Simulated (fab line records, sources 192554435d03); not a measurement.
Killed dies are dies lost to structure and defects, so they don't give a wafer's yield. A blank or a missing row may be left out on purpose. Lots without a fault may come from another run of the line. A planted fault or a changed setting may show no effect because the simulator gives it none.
fab line records | flow n5_finfet
record lots=4 wafers=12 last_day=17
route steps=1938 shown BEOL_M4@1099 BEOL_M5@1112 BEOL_M7@1326 PASSIVATION@1936
lots that met no fault: from a run of the same line without faults
start_h: hours from the record's first day to the start of the lot's first wafer shown | wait_h: hours since the lot's step before | " the same as in the row above | L1.1+2: a row that stands for several wafers | - no value, or no start given | * or withheld: withheld | < > ~ a bound
route shown NAME@n: a module of which the file shows steps, and the number in the route of the first | usual: mean/standard deviation of fault-free wafers | same: alike in all rows | chamber/n: place in a boat | sites: the reading at each site | _std_site: their standard deviation | _edge_site: outer sites' mean less inner sites' | radius_mm: how far each site lies from the wafer's centre | mask NAME#n: copy n | behind: the tool/chamber that last shaped the wafer | hold: why the lot was held/for how many hours/how that ended | device: the transistor (n, p or np) that didn't switch | end of line: the same wafers' tests at the end of the route | a step without rows: its recipe alone | killed: dies lost to structure and defects at the first sort, not the wafer's yield | map: a wafer's dies, x killed, . not, _ none there
set.NAME: the setting as run; set.NAME@STEP: as run at that earlier step | model.NAME: the simulator's own value behind a step, which no gauge read
lots at some steps of the route; a table a step, a row a wafer
services: from which hour (start_h, from the record's first day; less than 0 if before it) a tool's chamber was out of use, for how many hours, and why
## steps
# step N5_BEOL_M4_ANNEAL_95
# recipe temp_c=400 time_s=240 ambient=vacuum
# step N5_BEOL_M4_SPUTTER_96
# recipe material=Cu target_thk_a=45 temp_c=-20 chamber_pressure_pa=0.07 power_w=withheld time_s=8.29
# step N5_BEOL_M4_ECD_50
# recipe material=Cu target_thk_a=3000
# step N5_BEOL_M4_ANNEAL_51
# recipe temp_c=225 time_s=90 ambient=N2
# step N5_BEOL_M4_CMP_52
# recipe stop_on=SiOC t_overpolish_s=6.8 down_force_psi=1 platen_rpm=50 clearing_platen_down_force_psi=1.5 clearing_platen_rpm=50 post_cmp_clean=cu_alkaline target_thk_nm=40 clearing_platen_pad_velocity_m_s=0.99484 pad_velocity_m_s=0.99484
# step N5_BEOL_M4_PRE_CLEAN_60
# recipe gas=NH3/H2 time_s=15 temp_c=* rf_power_w=300
# step N5_BEOL_M4_CO_CAP_55
# recipe material=Co target_thk_a=20 temp_c=200 precursor=CCTBA/H2 pressure_torr=30 time_s=102.1
# step N5_BEOL_M4_PRE_CLEAN_56
# recipe gas=NH3 time_s=15 temp_c=withheld rf_power_w=300
# step N5_BEOL_M4_DEP_57
# recipe material=SiCN target_thk_a=80 temp_c=withheld precursor=3MS/NH3 pressure_torr=3 rf_w=202 time_s=14
# step N5_BEOL_M4_RC_MEAS_101
# usual DIBL_N=36.0/1.9 DIBL_P=36.0/2.1 IOFF_N=0.155/0.029 IOFF_P=0.20/0.032 ION_N=672/11 ION_P=461/6.9 SS_N=71.5/0.58 SS_P=73.2/0.64 VT_N=250.4/2.9 VT_P=-251.0/2.8
# columns lot.wafer tool chamber start_h wait_h DIBL_N[mV/V] DIBL_P[mV/V] IOFF_N[nA/um] IOFF_P[nA/um] ION_N[uA/um] ION_P[uA/um] SS_N[mV/dec] SS_P[mV/dec] VT_N[mV] VT_P[mV]
L828.3 prober-01 0 238.26 0.3 34.5 33.6 0.121 0.18 667 459 71.1 72.4 252.2 -252.0
L828.4 " 0 " " 34.5 33.2 0.121 0.18 659 453 70.5 72.0 256.8 -254.4
L828.5 " 0 " " 35.9 34.7 0.142 0.19 653 453 72.0 73.2 254.5 -249.5
L833.1 prober-02 0 279.51 0.0 37.1 37.0 0.151 0.19 668 455 72.0 73.4 253.4 -252.6
L833.2 " 0 " " 34.3 35.4 0.121 0.17 666 459 71.0 73.4 255.7 -252.1
L833.6 " 0 " " 35.8 35.8 0.122 0.17 666 453 71.1 73.3 258.4 -254.2
L836.1 prober-02 0 288.05 0.0 35.9 37.5 0.160 0.22 675 470 72.3 73.6 250.3 -247.6
L836.5 " 0 " " 32.6 33.5 0.113 0.17 661 468 70.2 72.8 253.6 -252.7
L836.6 " 0 " " 33.1 33.1 0.117 0.17 650 450 71.0 72.5 253.9 -252.3
L837.2 prober-02 0 304.13 0.2 38.9 38.1 0.198 0.23 689 466 72.3 73.8 246.5 -250.8
L837.3 " 0 " " 36.3 34.6 0.139 0.20 663 457 71.3 72.9 251.5 -250.9
L837.4 " 0 " " 36.6 35.3 0.146 0.19 672 458 71.8 72.9 250.0 -252.7
# step N5_BEOL_M5_ILD_DEP_00
# recipe material=SiCOH_lowk target_thk_a=1406.4 temp_c=300 precursor=DEMS/porogen pressure_torr=5 rf_w=500 time_s=25.9
# step N5_BEOL_M5_CURE_79
# recipe temp_c=385 time_s=240 ambient=He/Ar material=SiCOH_lowk
# step N5_BEOL_M5_PECVD_70
# recipe material=SiO2 target_thk_a=160 temp_c=400 precursor=TEOS/O2 pressure_torr=5.5 rf_w=450 teos_flow_sccm=53.8 gas=O2 flow_sccm=3000 time_s=18
# step N5_BEOL_M5_HM_DEP_02
# recipe material=TiN target_thk_a=200 temp_c=25 chamber_pressure_pa=0.49996
# step N5_BEOL_M5_COAT_59
# recipe resist=SOC temp_c=250 time_s=60 spin_rpm=1500 resist_thk_nm=60
# step N5_BEOL_M5_COAT_60
# recipe resist=SiARC temp_c=220 time_s=60 spin_rpm=1500 resist_thk_nm=12
# step N5_BEOL_M5_COAT_71
# recipe resist=underlayer temp_c=205 time_s=60 spin_rpm=1500 resist_thk_nm=5
# step N5_BEOL_M5_COAT_05
# recipe resist=CAR-EUV spin_rpm=1500 resist_thk_nm=30
# step N5_BEOL_M5_EBR_07
# recipe solvent=PGMEA ebr_width_mm=1.5
# step N5_BEOL_M5_SOFTBAKE_06
# recipe temp_c=110 time_s=60 resist=CAR-EUV
# step N5_BEOL_M5_EXPOSE_08
# recipe mask_id=M5 na=0.33 source_shape=annular sigma_inner=0.4 sigma_outer=0.8 polarization=unpolarized target_cd_nm=28 dose_mj=35.75
# step N5_BEOL_M5_PEB_09
# recipe peb_temp_c=100 peb_time_s=60 resist=CAR-EUV
# step N5_BEOL_M5_DEVELOP_10
# recipe develop_time_s=30 developer=TMAH resist=CAR-EUV rinse_liquid=surfactant_rinse dry=air_spin dev_temp_c=23
# step N5_BEOL_M5_DESCUM_16
# recipe chemistry=O2 time_s=7 source_power_w=50 bias_power_w=20 pressure_mtorr=20 rf_frequency_hz=2.712e+07 temp_c=40 resist=CAR-EUV o2_flow_sccm=225
# step N5_BEOL_M5_ETCH_72
# recipe chemistry=N2/H2 target=underlayer target_depth_a=65 mask_material=CAR-EUV time_s=5.2 ion_energy_ev=200 pressure_mtorr=30 source_w=840 bias_w=150 n2_flow_sccm=200 h2_flow_sccm=200 ends=cleared
# step N5_BEOL_M5_ETCH_61
# recipe chemistry=CF4 target=SiARC target_depth_a=156 mask_material=CAR-EUV time_s=26 ion_energy_ev=80 pressure_mtorr=40 source_w=545 bias_w=36 Ar_flow_sccm=100 cf4_flow_sccm=100 ends=cleared
# step N5_BEOL_M5_ETCH_62
# recipe chemistry=N2/H2 target=SOC target_depth_a=750 overetch_a=150 mask_material=SiARC temp_c=40 time_s=112.5 ion_energy_ev=200 pressure_mtorr=30 source_w=840 bias_w=150 n2_flow_sccm=200 h2_flow_sccm=200
# step N5_BEOL_M5_STRIP_63
# recipe chemistry=N2/H2 temp_c=40 n2_flow_sccm=200 h2_flow_sccm=200 rf_frequency_hz=6e+07
# step N5_BEOL_M5_STRIP_73
# recipe chemistry=N2/H2 temp_c=40 n2_flow_sccm=200 h2_flow_sccm=200 rf_frequency_hz=6e+07
# step N5_BEOL_M5_STRIP_64
# recipe chemistry=CF4 resist=SiARC power_w=300 bias_power_w=75 pressure_mtorr=50 cf4_flow_sccm=150 rf_frequency_hz=6e+07
# step N5_BEOL_M5_HM_OPEN_17
# recipe chemistry=Cl2/BCl3 target_depth_a=200 overetch_a=60 target=TiN mask_material=SOC ion_energy_ev=150 pressure_mtorr=10 icp_w=1000 bias_w=126 Cl2_flow_sccm=53.25 bcl3_flow_sccm=21.75 Ar_flow_sccm=25
# step N5_BEOL_M5_STRIP_19
# recipe chemistry=O2 power_w=400 temp_c=40 pressure_mtorr=30 rf_frequency_hz=6e+07 bias_power_w=0 overash_fraction=0.2 o2_flow_sccm=225
# step N5_BEOL_M5_COAT_65
# recipe resist=SOC temp_c=250 time_s=60 spin_rpm=1500 resist_thk_nm=60
# step N5_BEOL_M5_COAT_66
# recipe resist=SiARC temp_c=220 time_s=60 spin_rpm=1500 resist_thk_nm=12
# step N5_BEOL_M7_CMP_52
# recipe stop_on=SiCOH_lowk t_overpolish_s=6.9 down_force_psi=1 platen_rpm=50 clearing_platen_down_force_psi=1.5 clearing_platen_rpm=50 post_cmp_clean=cu_alkaline target_thk_nm=80 clearing_platen_pad_velocity_m_s=0.99484 pad_velocity_m_s=0.99484
# usual barrier_field_endpoint_s=29.4/0.84 motor_current_A=5.6/0.67 overpolish_run_s=6.899/0.0082 platen_rpm=50.00/0.032 time_to_endpoint_s=63/3.6
# columns lot.wafer tool chamber start_h wait_h barrier_field_endpoint_s motor_current_A overpolish_run_s platen_rpm time_to_endpoint_s
L828.3 cmp-03 1 267.68 0.2 28.5 6.2 6.901 49.99 61
L828.4 " 2 " " 29.5 4.4 6.910 49.99 64
L828.5 " 1 " " 28.9 6.1 6.898 49.99 67
L833.2 cmp-03 2 308.82 0.3 29.5 4.4 6.898 50.00 64
L833.1 " 3 " " 46.9 6.1 0.043 49.99 81
L833.6 " 1 " " 46.8 6.1 0.037 49.97 81
L836.1 cmp-03 0 326.67 0.3 46.9 5.3 0.036 49.96 82
L836.5 " 2 " " 30.4 4.4 6.897 49.97 64
L836.6 " 3 " " 46.9 6.5 0.039 49.99 80
L837.4 cmp-02 0 333.41 0.2 29.6 4.6 6.874 49.98 65
L837.2 " 1 " " 28.1 6.1 6.899 50.02 62
L837.3 " 2 " " 29.3 6.3 6.903 50.02 71
# step N5_BEOL_M7_THK_MEAS_53
# recipe thk_meas_gauge=xrf reads=Cu_of_BEOL_M7_ECD_50
# usual M7_THK=81.5/2.2
# columns lot.wafer tool chamber start_h wait_h M7_THK[nm]
L828.3 film_metro-02 - 267.94 - 81.6
L828.4 " - " " 82.0
L828.5 " - " " 81.6
L833.1 film_metro-01 - 309.07 - 197.8
L833.2 " - " " 81.3
L833.6 " - " " 208.4
L836.1 film_metro-02 - 326.89 - 195.5
L836.5 " - " " 81.3
L836.6 " - " " 181.6
L837.2 film_metro-01 - 333.67 - 79.2
L837.3 " - " " 81.9
L837.4 " - " " 83.1
# step N5_BEOL_M7_INSPECT_58
# recipe inspect_instrument=darkfield mode=post_dep
# usual raw_defect_count=71/27
# columns lot.wafer tool chamber start_h wait_h raw_defect_count
L828.3 defect_inspect-01 - 268.10 0.0 86
L828.4 " - " " 107
L828.5 " - " " 73
L833.1 defect_inspect-02 - 309.23 0.0 1168
L833.2 " - " " 99
L833.6 " - " " 1222
L836.1 defect_inspect-02 - 327.05 0.0 1258
L836.5 " - " " 150
L836.6 " - " " 1123
L837.2 defect_inspect-02 - 333.83 0.0 69
L837.3 " - " " 61
L837.4 " - " " 79
# step N5_PASSIVATION_PROBE_49
# usual defect_limited_yield=91.0/1.5 killed_at_M0_to_M3=33/9.4 killed_at_M4_up=14/4.8 killed_at_contacts=13/7.3 killed_at_front_end=43/13 killed_at_other=3.6/2.9 killed_dies=106/18 killed_on_rim=14/4.2 killed_open=69/13 killed_short=35/8.2 sort_bin_5_function=5.3/1 sort_bin_6_memory=3.3/0.68 sort_bin_8_speed=0.01/0.027 sort_n_pass=1074/18
# same gross_dies=1180 killed_at_back_side=0 sort_bin_4_leakage[%]=0
# columns lot.wafer tool chamber start_h wait_h defect_limited_yield[%] killed_at_M0_to_M3 killed_at_M4_up killed_at_contacts killed_at_front_end killed_at_other killed_dies killed_on_rim killed_open killed_short sort_bin_5_function[%] sort_bin_6_memory[%] sort_bin_8_speed[%] sort_n_pass
L828.3 prober-02 - 345.18 0.1 89.7 34 8 6 68 5 121 12 78 40 6.1 3.5 0 1059
L828.4 prober-02 - 345.23 0.2 92.9 40 14 1 27 2 84 8 50 33 4.2 2.6 0 1096
L828.5 prober-02 - 345.28 0.2 91.6 43 11 6 33 6 99 10 59 36 5.1 2.7 0.17 1081
L833.1 prober-02 - 381.49 0.0 0 24 1113 10 29 4 1180 152 58 21 4.3 2.0 0 0
L833.2 prober-02 - 381.54 0.1 90.4 48 13 15 35 2 113 19 82 30 6.8 2.5 0 1067
L833.6 prober-02 - 381.74 0.3 0 46 1076 14 41 3 1180 152 83 36 6.4 3.7 0 0
L836.1 prober-01 - 400.35 0.0 0 29 1092 23 30 6 1180 152 72 36 5.7 3.2 0 0
L836.5 prober-01 - 400.55 0.2 88.1 41 22 23 44 10 140 26 100 33 7.2 4.0 0 1040
L836.6 prober-01 - 400.60 0.3 0 29 1072 32 45 2 1180 152 80 37 5.7 3.9 0 0
L837.2 prober-02 - 404.24 0.1 90.8 30 7 10 58 3 108 16 70 32 5.0 3.4 0 1072
L837.3 prober-02 - 404.29 0.1 89.7 29 14 8 68 3 122 16 78 40 5.8 4.1 0 1058
L837.4 prober-02 - 404.34 0.2 88.1 33 6 15 84 2 140 17 92 45 6.4 4.8 0 1040
# killed by level:class
L828.3 FIN_SAQP:geometric_particle:open=20 FIN_SAQP:geometric_particle:short=13 BEOL_M0_SAQP:geometric_particle:open=11 STI_FIN_REVEAL:geometric_particle:open=7 BEOL_M2:geometric_particle:open=7 MOL_CONTACT_COAG:geometric_particle:open=6 BEOL_M0_SAQP:geometric_particle:short=6 GATE_CUT:geometric_particle:short=5
L828.4 BEOL_M0_SAQP:geometric_particle:short=11 FIN_SAQP:geometric_particle:open=8 BEOL_M0_SAQP:geometric_particle:open=8 BEOL_M4:geometric_particle:open=7 BEOL_M2:geometric_particle:open=4 BEOL_M1:geometric_particle:open=4 FIN_SAQP:geometric_particle:short=3 STI_FIN_REVEAL:geometric_particle:open=3
L828.5 FIN_SAQP:geometric_particle:open=8 BEOL_M2:geometric_particle:open=8 BEOL_M0_SAQP:geometric_particle:open=7 BEOL_M0_SAQP:geometric_particle:short=6 BEOL_M0:geometric_particle:open=6 GATE_CUT:geometric_particle:short=5 BEOL_M1:geometric_particle:short=5 FIN_SAQP:geometric_particle:short=4
L833.1 BEOL_M7:area_cmp=1101 STI_FIN_REVEAL:geometric_particle:open=10 MOL_CONTACT_COAG:geometric_particle:open=8 BEOL_M4:geometric_particle:open=6 DUMMY_GATE:geometric_particle:open=5 BEOL_M0_SAQP:geometric_particle:open=5 BEOL_M2:geometric_particle:open=4 GATE_CUT:geometric_particle:open=3
L833.2 BEOL_M0_SAQP:geometric_particle:open=14 DUMMY_GATE:geometric_particle:open=11 MOL_CONTACT_COAG:geometric_particle:open=10 BEOL_M0:geometric_particle:open=8 BEOL_M1:geometric_particle:open=8 FIN_SAQP:geometric_particle:open=6 MOL_CONTACT_COAG:geometric_particle:short=5 BEOL_M4:geometric_particle:open=5
L833.6 BEOL_M7:area_cmp=1059 BEOL_M0_SAQP:geometric_particle:open=12 STI_FIN_REVEAL:geometric_particle:open=11 MOL_CONTACT_COAG:geometric_particle:open=11 FIN_SAQP:geometric_particle:short=10 BEOL_M1:geometric_particle:open=9 FIN_SAQP:geometric_particle:open=7 BEOL_M0_SAQP:geometric_particle:short=7
L836.1 BEOL_M7:area_cmp=1070 MOL_CONTACT_COAG:geometric_particle:open=16 BEOL_M4:geometric_particle:short=8 MOL_CONTACT_COAG:geometric_particle:short=7 BEOL_M1:geometric_particle:open=7 STI_FIN_REVEAL:geometric_particle:open=6 BEOL_M2:geometric_particle:open=6 BEOL_M4:geometric_particle:open=6
L836.5 MOL_CONTACT_COAG:geometric_particle:open=19 BEOL_M2:geometric_particle:open=13 BEOL_M3:geometric_particle:open=9 BEOL_M0_SAQP:geometric_particle:open=8 STI_FIN_REVEAL:geometric_particle:open=7 BEOL_M4:geometric_particle:open=7 FIN_SAQP:geometric_particle:open=6 DUMMY_GATE:geometric_particle:open=6
L836.6 BEOL_M7:area_cmp=1063 MOL_CONTACT_COAG:geometric_particle:open=19 STI_FIN_REVEAL:geometric_particle:open=14 BEOL_M2:geometric_particle:open=13 MOL_CONTACT_COAG:geometric_particle:short=13 FIN_SAQP:geometric_particle:open=11 FIN_SAQP:geometric_particle:short=5 STARTING-WAFER:geometric_particle:short=4
L837.2 FIN_SAQP:geometric_particle:open=12 BEOL_M3:geometric_particle:open=9 MOL_CONTACT_COAG:geometric_particle:open=9 STI_FIN_REVEAL:geometric_particle:open=7 ILD0:geometric_particle:short=7 BEOL_M1:geometric_particle:open=7 GATE_CUT:geometric_particle:short=5 BEOL_M0_SAQP:geometric_particle:open=5
L837.3 STI_FIN_REVEAL:geometric_particle:open=22 FIN_SAQP:geometric_particle:short=14 BEOL_M3:geometric_particle:open=12 FIN_SAQP:geometric_particle:open=9 MOL_CONTACT_COAG:geometric_particle:open=6 GATE_CUT:geometric_particle:short=5 BEOL_M4:geometric_particle:open=5 BEOL_M0_SAQP:geometric_particle:open=4
L837.4 STI_FIN_REVEAL:geometric_particle:open=32 MOL_CONTACT_COAG:geometric_particle:open=10 BEOL_M1:geometric_particle:open=10 FIN_SAQP:geometric_particle:short=8 FIN_SAQP:geometric_particle:open=8 STI_FIN_REVEAL:geometric_particle:short=7 BEOL_M3:geometric_particle:open=7 STARTING-WAFER:geometric_particle:short=6
# map L833.1 (x killed, . not)
_________________xxxxxxxxxxxx________________
______________xxxxxxxxxxxxxxxxxx_____________
___________xxxxxxxxxxxxxxxxxxxxxxxx__________
__________xxxxxxxxxxxxxxxxxxxxxxxxxx_________
________xxxxxxxxxxxxxxxxxxxxxxxxxxxxxx_______
_______xxxxxxxxxxxxxxxxxxxxxxxxxxxxxxxx______
______xxxxxxxxxxxxxxxxxxxxxxxxxxxxxxxxxx_____
_____xxxxxxxxxxxxxxxxxxxxxxxxxxxxxxxxxxxx____
____xxxxxxxxxxxxxxxxxxxxxxxxxxxxxxxxxxxxxx___
___xxxxxxxxxxxxxxxxxxxxxxxxxxxxxxxxxxxxxxxx__
___xxxxxxxxxxxxxxxxxxxxxxxxxxxxxxxxxxxxxxxx__
__xxxxxxxxxxxxxxxxxxxxxxxxxxxxxxxxxxxxxxxxxx_
__xxxxxxxxxxxxxxxxxxxxxxxxxxxxxxxxxxxxxxxxxx_
_xxxxxxxxxxxxxxxxxxxxxxxxxxxxxxxxxxxxxxxxxxxx
_xxxxxxxxxxxxxxxxxxxxxxxxxxxxxxxxxxxxxxxxxxxx
_xxxxxxxxxxxxxxxxxxxxxxxxxxxxxxxxxxxxxxxxxxxx
_xxxxxxxxxxxxxxxxxxxxxxxxxxxxxxxxxxxxxxxxxxxx
_xxxxxxxxxxxxxxxxxxxxxxxxxxxxxxxxxxxxxxxxxxxx
_xxxxxxxxxxxxxxxxxxxxxxxxxxxxxxxxxxxxxxxxxxxx
_xxxxxxxxxxxxxxxxxxxxxxxxxxxxxxxxxxxxxxxxxxxx
_xxxxxxxxxxxxxxxxxxxxxxxxxxxxxxxxxxxxxxxxxxxx
__xxxxxxxxxxxxxxxxxxxxxxxxxxxxxxxxxxxxxxxxxx_
__xxxxxxxxxxxxxxxxxxxxxxxxxxxxxxxxxxxxxxxxxx_
___xxxxxxxxxxxxxxxxxxxxxxxxxxxxxxxxxxxxxxxx__
___xxxxxxxxxxxxxxxxxxxxxxxxxxxxxxxxxxxxxxxx__
____xxxxxxxxxxxxxxxxxxxxxxxxxxxxxxxxxxxxxx___
_____xxxxxxxxxxxxxxxxxxxxxxxxxxxxxxxxxxxx____
______xxxxxxxxxxxxxxxxxxxxxxxxxxxxxxxxxx_____
_______xxxxxxxxxxxxxxxxxxxxxxxxxxxxxxxx______
________xxxxxxxxxxxxxxxxxxxxxxxxxxxxxx_______
__________xxxxxxxxxxxxxxxxxxxxxxxxxx_________
___________xxxxxxxxxxxxxxxxxxxxxxxx__________
______________xxxxxxxxxxxxxxxxxx_____________
_________________xxxxxxxxxxxx________________
# map L836.1 (x killed, . not)
_________________xxxxxxxxxxxx________________
______________xxxxxxxxxxxxxxxxxx_____________
___________xxxxxxxxxxxxxxxxxxxxxxxx__________
__________xxxxxxxxxxxxxxxxxxxxxxxxxx_________
________xxxxxxxxxxxxxxxxxxxxxxxxxxxxxx_______
_______xxxxxxxxxxxxxxxxxxxxxxxxxxxxxxxx______
______xxxxxxxxxxxxxxxxxxxxxxxxxxxxxxxxxx_____
_____xxxxxxxxxxxxxxxxxxxxxxxxxxxxxxxxxxxx____
____xxxxxxxxxxxxxxxxxxxxxxxxxxxxxxxxxxxxxx___
___xxxxxxxxxxxxxxxxxxxxxxxxxxxxxxxxxxxxxxxx__
___xxxxxxxxxxxxxxxxxxxxxxxxxxxxxxxxxxxxxxxx__
__xxxxxxxxxxxxxxxxxxxxxxxxxxxxxxxxxxxxxxxxxx_
__xxxxxxxxxxxxxxxxxxxxxxxxxxxxxxxxxxxxxxxxxx_
_xxxxxxxxxxxxxxxxxxxxxxxxxxxxxxxxxxxxxxxxxxxx
_xxxxxxxxxxxxxxxxxxxxxxxxxxxxxxxxxxxxxxxxxxxx
_xxxxxxxxxxxxxxxxxxxxxxxxxxxxxxxxxxxxxxxxxxxx
_xxxxxxxxxxxxxxxxxxxxxxxxxxxxxxxxxxxxxxxxxxxx
_xxxxxxxxxxxxxxxxxxxxxxxxxxxxxxxxxxxxxxxxxxxx
_xxxxxxxxxxxxxxxxxxxxxxxxxxxxxxxxxxxxxxxxxxxx
_xxxxxxxxxxxxxxxxxxxxxxxxxxxxxxxxxxxxxxxxxxxx
_xxxxxxxxxxxxxxxxxxxxxxxxxxxxxxxxxxxxxxxxxxxx
__xxxxxxxxxxxxxxxxxxxxxxxxxxxxxxxxxxxxxxxxxx_
__xxxxxxxxxxxxxxxxxxxxxxxxxxxxxxxxxxxxxxxxxx_
___xxxxxxxxxxxxxxxxxxxxxxxxxxxxxxxxxxxxxxxx__
___xxxxxxxxxxxxxxxxxxxxxxxxxxxxxxxxxxxxxxxx__
____xxxxxxxxxxxxxxxxxxxxxxxxxxxxxxxxxxxxxx___
_____xxxxxxxxxxxxxxxxxxxxxxxxxxxxxxxxxxxx____
______xxxxxxxxxxxxxxxxxxxxxxxxxxxxxxxxxx_____
_______xxxxxxxxxxxxxxxxxxxxxxxxxxxxxxxx______
________xxxxxxxxxxxxxxxxxxxxxxxxxxxxxx_______
__________xxxxxxxxxxxxxxxxxxxxxxxxxx_________
___________xxxxxxxxxxxxxxxxxxxxxxxx__________
______________xxxxxxxxxxxxxxxxxx_____________
_________________xxxxxxxxxxxx________________
## services
# columns tool chamber start_h hours kind
cmp-02 - 263.21 4.0 pm
cmp-02 - 267.21 - consumable_replace:conditioner
cmp-02 - 267.21 - consumable_replace:pad
cmp-03 - 297.84 1.4 repair
cmp-03 - 329.41 1.3 repair
## key
first_sign step=N5_BEOL_M7_CMP_52 reading=overpolish_run_s direction=down sigmas=99+ usual=6.899 struck=0.039
effect step=N5_BEOL_M7_CMP_52 reading=barrier_field_endpoint_s direction=up sigmas=21 usual=29.4 struck=46.8
effect step=N5_BEOL_M7_THK_MEAS_53 reading=M7_THK direction=up sigmas=53 usual=81.5 struck=195.8
effect step=N5_BEOL_M7_INSPECT_58 reading=raw_defect_count direction=up sigmas=41 usual=71 struck=1193
effect step=N5_PASSIVATION_PROBE_49 reading=killed_at_M4_up direction=up sigmas=99+ usual=14 struck=1088
more_kills_born_at N5_BEOL_M7_CMP_52@cmp-03=4293
met_at N5_BEOL_M7_CMP_52
struck_wafers L833.1,L833.6,L836.1,L836.6
later_rows_left_out L833.1,L833.6,L836.1,L836.6
onset_between 267.68 308.82
fault kind=process_parameter_drift tool=cmp-03 chamber=- onset_h=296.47 steps=N5_BEOL_M7_CMP_52 channel=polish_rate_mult offset=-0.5 shape=step end_h=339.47 scope=struck_wafers_only
# later_rows_left_out: the simulator's readings of these wafers behind a module that went badly wrong aren't trusted and aren't shown, but for the sort
